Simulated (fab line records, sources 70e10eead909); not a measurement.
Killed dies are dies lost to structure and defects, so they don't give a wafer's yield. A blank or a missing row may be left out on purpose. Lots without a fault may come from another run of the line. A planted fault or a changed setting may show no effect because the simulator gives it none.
Chamber matching | flow nand_harc | NHARC_A_CHANNEL_FILL_D2_ALD_14 on ald_hk-03: 4 sister chambers
The step deposits SiO2, target thk 2.5 nm, pulse time 10 s, ald cycles 25. 4 wafers are shown with their chamber, then 10 later ones without.

WAFERS WITH THEIR CHAMBER
wafer  | chamber | heater_power_w (W)
L081.6 | 3       | 449
L085.4 | 0       | 559
L088.2 | 1       | 365
L088.4 | 2       | 429

WAFERS WITHOUT THEIR CHAMBER
wafer  | heater_power_w (W)
L088.5 | 453
L092.2 | 548
L092.3 | 425
L092.5 | 362
L096.4 | 558
L096.5 | 407
L096.6 | 379
L097.3 | 449
L097.5 | 462
L097.6 | 428

WHICH CHAMBER EACH WENT THROUGH
wafer  | from the rows above          | in truth
L088.5 | can't be placed: 3 or 2      | 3
L092.2 | 0                            | 0
L092.3 | can't be placed: 2 or 3      | 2
L092.5 | 1                            | 1
L096.4 | 0                            | 0
L096.5 | can't be placed: 2 or 1 or 3 | 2
L096.6 | 1                            | 1
L097.3 | can't be placed: 3 or 2      | 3
L097.5 | can't be placed: 3 or 2      | 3
L097.6 | can't be placed: 2 or 3      | 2
Placed correctly: 4 of 10. Can't be placed from these rows: 6 (the true chamber is among the candidates in 6). Placed wrongly: 0.
How it was worked out, from the rows above alone: a wafer's distance from a chamber is the root of the sum, over the readings, of the square of ((its reading less the chamber's mean) divided by the reading's scatter). The wafer belongs to the nearest chamber; if the next one is less than 2 further off, it can't be placed. A chamber's mean is the mean of its shown wafers. The scatter: with one shown wafer a chamber, the root of the mean of the squares of how far each hidden wafer lies from its nearest shown one.
